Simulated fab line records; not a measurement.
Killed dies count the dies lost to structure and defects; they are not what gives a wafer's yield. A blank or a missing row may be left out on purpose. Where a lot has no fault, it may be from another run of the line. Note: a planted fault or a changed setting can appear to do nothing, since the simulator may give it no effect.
fab line records    flow n5-finfet    part 2 of 2: steps 19 to 32 of 32
record: lots: 5  wafers: 15  last-day: 17
route steps=1938 shown HKMG_FIN@395
lots that met no fault: taken from a fault-free run of the same line
start-h: the number of hours between the record's first day and the start of the first shown wafer of the lot    wait-h: hours since the lot's step before    " identical to the entry in the row above    L1.1+2: several wafers, shown together as one row    - either no value or no given start    * or withheld: withheld    < > ~ a bound
route shown NAME@n: NAME is a module with steps in the file, n the number in the route of the first one    usual: mean and standard deviation over wafers with no fault    same: alike in all rows    chamber/n: place in a boat    sites: readings site by site    _std_site: the values' standard deviation    _edge_site: the outer-site mean with the inner-site mean subtracted    radius-mm: how far each site lies from the wafer's centre    mask NAME#n: copy n    behind: the last tool/chamber to shape the wafer    hold: the reason the lot was held/the length of the hold in hours/how it ended    device: the n, p or np transistor that did not switch    end of line: the tests these same wafers got at the end of their route    step lacking rows: just its recipe    killed: dies that structure and defects cost at the first sort, which is not the same as the wafer's yield    map: dies across one wafer; x = killed, . = not, _ = none there
set.NAME: the run value of the setting; set.NAME@STEP: its run value at that earlier step    model.NAME: the simulator's own value behind a step, which no gauge read
certain route steps with their lots: each step a table, each wafer a row
services: the hour from which a tool's chamber was out of use, counted from the record's first day as start-h (under 0 if before that day), plus the number of hours and why
== steps ==
step: N5_HKMG_FIN_CVD_62
recipe: material: a-Si  target-thk-a: 30  temp-c: 500  precursor: Si2H6  pressure-torr: 1  time-s: 20.8
usual: heater-power-w: 1423/120
same: time-s: 20.8
lot.wafer  tool               chamber  start-h  wait-h  heater-power-w
L077.2     thermal-cvd-si-02  0        93.04    0.2     1528
L077.3     "                  1        "        "       1243
L077.6     "                  0        "        "       1565
L082.2     thermal-cvd-si-01  1        122.39   0.2     1488
L082.3     "                  2        "        "       1281
L082.4     "                  0        "        "       1548
L084.1     thermal-cvd-si-01  0        134.32   0.2     1523
L084.4     "                  2        "        "       1276
L084.6     "                  0        "        "       1528
L085.1     thermal-cvd-si-01  0        148.68   0.2     1570
L085.2     "                  2        "        "       1254
L085.6     "                  1        "        "       1414
L091.1     thermal-cvd-si-02  1        178.23   0.2     1279
L091.5     "                  2        "        "       1438
L091.6     "                  0        "        "       1556
step: N5_HKMG_FIN_RTA_80
recipe: temp-c: withheld  time-s: 2  ambient: N2  idle-temp-c: 600  ramp-up-c-per-s: 150  ramp-down-c-per-s: 60  cool-to-c: 600
same: time-s: 2
lot.wafer   tool           chamber  start-h  wait-h
L077.2+3+6  rtp-anneal-02  0        93.21    0.1
L082.2+3+4  rtp-anneal-02  0        122.55   0.1
L084.1+4+6  rtp-anneal-01  0        134.46   0.1
L085.1+2+6  rtp-anneal-01  0        148.82   0.1
L091.1+5+6  rtp-anneal-01  0        178.39   0.1
step: N5_HKMG_FIN_PRECLEAN_64
recipe: chemistry: dHF  time-s: 30  temp-c: 25  dilution: withheld
same: time-s: 30
lot.wafer   tool          chamber  start-h  wait-h
L077.2+3+6  wet-bench-04  0,7,6    93.44    0.2
L082.2+3+4  wet-bench-04  4,2,0    122.67   0.1
L084.1+4+6  wet-bench-06  6,4,1    134.60   0.1
L085.1+2+6  wet-bench-06  4,5,3    148.96   0.1
L091.1+5+6  wet-bench-06  0,2,3    178.53   0.1
step: N5_HKMG_FIN_WET_ETCH_65
recipe: chemistry: TMAH  temp-c: 70  conc-wt-pct: 5  target: a-Si  stop-on: TiN  time-s: 49  target-depth-nm: 3
same: time-s: 49
lot.wafer   tool          chamber  start-h  wait-h
L077.2+3+6  wet-bench-04  0,7,6    93.45    0.0
L082.2+3+4  wet-bench-04  4,2,0    122.68   0.0
L084.1+4+6  wet-bench-06  6,4,1    134.61   0.0
L085.1+2+6  wet-bench-06  4,5,3    148.97   0.0
L091.1+5+6  wet-bench-06  0,2,3    178.55   0.0
step: N5_HKMG_FIN_WET_ETCH_81
recipe: chemistry: SC1  target: TiN  stop-on: HfO2  mix: 1:1:5  temp-c: 60  time-s: 57  target-depth-nm: 6
usual: diw-flow-mL-min: 1071.4/3
same: time-s: 57
lot.wafer  tool          chamber  start-h  wait-h  diw-flow-mL-min
L077.2     wet-bench-04  0        93.46    0.0     1073.4
L077.3     "             7        "        "       1067.8
L077.6     "             6        "        "       1067.3
L082.2     wet-bench-04  4        122.69   0.0     1075.2
L082.3     "             2        "        "       1069.8
L082.4     "             0        "        "       1068.9
L084.1     wet-bench-06  6        134.63   0.0     1064.2
L084.4     "             4        "        "       1068.2
L084.6     "             1        "        "       1071.2
L085.1     wet-bench-06  4        148.99   0.0     1072.4
L085.2     "             5        "        "       1071.1
L085.6     "             3        "        "       1068.6
L091.1     wet-bench-06  0        178.56   0.0     1076.6
L091.5     "             2        "        "       1064.0
L091.6     "             3        "        "       1071.4
step: N5_HKMG_FIN_WET_ETCH_82
recipe: chemistry: dHCl  mix: 1:10000  temp-c: 25  target: La2O3  stop-on: HfO2  target-depth-nm: 2  dry: ipa-marangoni  rinse-time-s: 30  rinse-temp-c: 23
lot.wafer   tool          chamber  start-h  wait-h
L077.2+3+6  wet-bench-04  0,7,6    93.49    0.0
L082.2+3+4  wet-bench-04  4,2,0    122.73   0.0
L084.1+4+6  wet-bench-06  6,4,1    134.66   0.0
L085.1+2+6  wet-bench-06  4,5,3    149.02   0.0
L091.1+5+6  wet-bench-06  0,2,3    178.60   0.0
step: N5_HKMG_FIN_ALD_36
recipe: material: TiN  target-thk-a: 10  temp-c: 400  ald-precursor-family: TiCl4  ald-co-reactant: NH3  pulse-time-s: 1  purge-time-s: 3  co-reactant-purge-time-s: 2  co-reactant-pulse-time-s: 2  ald-cycles: 47  pressure-torr: 3
usual: heater-power-w: 885/91  precursor-pulse-height-rel: 1.000/0.019
same: co-reactant-pulse-time-s: 2  purge-time-s: 3
lot.wafer  tool          chamber  start-h  wait-h  heater-power-w  precursor-pulse-height-rel
L077.2     ald-metal-03  2        93.55    0.0     708             1.031
L077.3     "             3        "        "       778             0.995
L077.6     "             2        "        "       716             0.999
L082.2     ald-metal-02  3        122.79   0.0     942             0.982
L082.3     "             1        "        "       902             1.009
L082.4     "             0        "        "       1032            0.959
L084.1     ald-metal-02  3        134.72   0.0     960             0.980
L084.4     "             2        "        "       1031            0.984
L084.6     "             3        "        "       922             0.980
L085.1     ald-metal-02  3        149.08   0.0     972             0.980
L085.2     "             0        "        "       1074            0.982
L085.6     "             3        "        "       950             0.995
L091.1     ald-metal-03  1        178.66   0.0     946             1.038
L091.5     "             0        "        "       825             1.023
L091.6     "             1        "        "       938             1.023
step: N5_HKMG_FIN_THK_MEAS_70
recipe: thk-meas-gauge: xrf  reads: HfO2_of_HKMG_FIN_HK_ALD_01
usual: HK_THK: 1.579/0.021
lot.wafer  tool           chamber  start-h  wait-h  HK_THK[nm]
L077.2     film-metro-01  -        93.84    0.2     1.589
L077.3     "              -        "        "       1.565
L077.6     "              -        "        "       1.585
L082.2     film-metro-01  -        123.07   0.2     1.566
L082.3     "              -        "        "       1.588
L082.4     "              -        "        "       1.583
L084.1     film-metro-02  -        135.00   0.2     1.553
L084.4     "              -        "        "       1.571
L084.6     "              -        "        "       1.576
L085.1     film-metro-01  -        149.36   0.2     1.582
L085.2     "              -        "        "       1.593
L085.6     "              -        "        "       1.611
L091.1     film-metro-02  -        178.94   0.2     1.555
L091.5     "              -        "        "       1.580
L091.6     "              -        "        "       1.576
step: N5_HKMG_FIN_PWFM_ALD_03
recipe: material: TiN  target-thk-a: 20  temp-c: 400  ald-precursor-family: TiCl4  ald-co-reactant: NH3  pulse-time-s: 1  purge-time-s: 3  co-reactant-purge-time-s: 2  co-reactant-pulse-time-s: 2  ald-cycles: 91  pressure-torr: 3
usual: heater-power-w: 884/96  precursor-pulse-height-rel: 1.001/0.02
same: co-reactant-pulse-time-s: 2  purge-time-s: 3
lot.wafer  tool          chamber  start-h  wait-h  heater-power-w  precursor-pulse-height-rel
L077.2     ald-metal-02  3        93.87    0.0     926             0.997
L077.3     "             0        "        "       1017            1.015
L077.6     "             2        "        "       980             0.986
L082.2     ald-metal-01  2        123.11   0.0     997             1.004
L082.3     "             3        "        "       842             1.056
L082.4     "             1        "        "       864             0.999
L084.1     ald-metal-01  1        135.04   0.0     870             0.977
L084.4     "             2        "        "       997             0.963
L084.6     "             2        "        "       994             1.006
L085.1     ald-metal-03  1        149.40   0.0     930             0.972
L085.2     "             2        "        "       697             1.004
L085.6     "             3        "        "       809             0.990
L091.1     ald-metal-01  2        178.98   0.0     993             0.977
L091.5     "             3        "        "       838             0.998
L091.6     "             2        "        "       987             1.014
step: N5_HKMG_FIN_COAT_29
recipe: resist: SOC  temp-c: 250  time-s: 60  spin-rpm: 1500  resist-thk-nm: 300
same: time-s: 60
lot.wafer   tool            chamber  start-h  wait-h
L077.2+3+6  litho-track-01  0        94.34    0.2
L082.2+3+4  litho-track-02  0        123.58   0.2
L084.1+4+6  litho-track-03  0        135.51   0.2
L085.1+2+6  litho-track-01  0        149.87   0.2
L091.1+5+6  litho-track-02  0        179.45   0.2
step: N5_HKMG_FIN_COAT_30
recipe: resist: SiARC  temp-c: 220  time-s: 60  spin-rpm: 1500  resist-thk-nm: 35
same: time-s: 60
lot.wafer   tool            chamber  start-h  wait-h
L077.2+3+6  litho-track-01  0        -        -
L082.2+3+4  litho-track-02  0        -        -
L084.1+4+6  litho-track-03  0        -        -
L085.1+2+6  litho-track-01  0        -        -
L091.1+5+6  litho-track-02  0        -        -
step: N5_HKMG_FIN_COAT_06
recipe: resist: CAR-ArF  spin-rpm: 1500  resist-thk-nm: 90
lot.wafer   tool            chamber  start-h  wait-h
L077.2+3+6  litho-track-01  0        -        -
L082.2+3+4  litho-track-02  0        -        -
L084.1+4+6  litho-track-03  0        -        -
L085.1+2+6  litho-track-01  0        -        -
L091.1+5+6  litho-track-02  0        -        -
step: N5_HKMG_FIN_EBR_08
recipe: solvent: PGMEA  ebr-width-mm: 1.5
lot.wafer   tool            chamber  start-h  wait-h
L077.2+3+6  litho-track-01  0        -        -
L082.2+3+4  litho-track-02  0        -        -
L084.1+4+6  litho-track-03  0        -        -
L085.1+2+6  litho-track-01  0        -        -
L091.1+5+6  litho-track-02  0        -        -
step: N5_HKMG_FIN_SOFTBAKE_07
recipe: temp-c: 110  time-s: 60  resist: CAR-ArF
same: time-s: 60
lot.wafer   tool            chamber  start-h  wait-h
L077.2+3+6  litho-track-01  0        -        -
L082.2+3+4  litho-track-02  0        -        -
L084.1+4+6  litho-track-03  0        -        -
L085.1+2+6  litho-track-01  0        -        -
L091.1+5+6  litho-track-02  0        -        -
== services ==
tool             chamber  start-h  hours  kind
arfi-scanner-03  -        68.86    3.0    pm
arfi-scanner-02  -        73.89    1.0    pm
ald-metal-03     1        91.83    3.7    repair
ald-metal-03     -        94.92    1.5    repair
arfi-scanner-02  -        103.15   4.9    pm
rie-diel-04      3        103.26   4.3    repair
arfi-scanner-03  -        107.64   1.0    pm
arfi-scanner-02  -        111.26   1.0    pm
wet-bench-06     -        115.37   2.7    repair
ald-metal-03     -        122.97   14.6   pm
arfi-scanner-03  -        129.06   1.0    pm
ald-metal-01     -        131.21   2.1    repair
rie-diel-04      3        138.33   9.4    repair
arfi-scanner-03  -        138.69   0.8    pm
arfi-scanner-01  -        145.54   1.3    pm
ald-metal-02     1        147.15   6.2    repair
arfi-scanner-03  -        159.28   0.8    pm
arfi-scanner-01  -        160.12   0.8    pm
rie-diel-03      0        165.44   -      clean
rie-diel-03      0        165.44   -      consumable-replace:focus-ring
arfi-scanner-03  -        165.70   1.3    pm
arfi-scanner-02  -        167.91   0.8    pm
arfi-scanner-03  -        170.89   4.2    repair
arfi-scanner-01  -        176.91   1.2    repair
